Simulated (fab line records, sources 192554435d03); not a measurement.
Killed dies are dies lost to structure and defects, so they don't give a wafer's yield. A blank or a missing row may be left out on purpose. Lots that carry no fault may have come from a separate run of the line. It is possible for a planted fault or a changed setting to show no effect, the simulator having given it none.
Chamber matching	flow n5Finfet	N5_SD_EPI_N_ETCH_16 on rieDiel-05 has 4 sister chambers
The step etches SiO2 in CHF3/O2, target depth 5 nm. 4 wafers are shown with their chamber, then 8 later ones without.

## WAFERS PAIRED WITH THEIR CHAMBERS
wafer	chamber	drypumpMotorCurrentA (A)
L088.1	0	5.4
L090.1	1	5.4
L090.6	3	4.9
L091.2	2	5.8

## WAFERS MISSING THEIR CHAMBER
wafer	drypumpMotorCurrentA (A)
L091.3	4.9
L091.6	5.8
L092.1	4.9
L092.2	5.8
L092.3	5.5
L097.3	5.5
L097.4	5.4
L097.5	5.4

## EACH ONE'S CHAMBER
wafer	from the rows above	in truth
L091.3	3	3
L091.6	2	2
L092.1	3	3
L092.2	2	2
L092.3	can't be placed: 0 or 1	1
L097.3	can't be placed: 0 or 1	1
L097.4	can't be placed: 0 or 1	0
L097.5	can't be placed: 0 or 1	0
Placed correctly: 4 of 8. These rows do not allow placing 4 (true chamber among the candidates in 4). Placed wrongly: 0.
How it was worked out, from the rows above alone: a wafer's distance from a chamber is the root of the sum, over the readings, of the square of ((its reading less the chamber's mean) divided by the reading's scatter). The wafer belongs to the nearest chamber; if the next one is less than 2 further off, it can't be placed. Each chamber's mean is taken over the wafers shown for it. The scatter (one wafer shown for each chamber): square how far every hidden wafer sits from the nearest shown wafer, average those squares and take the square root.
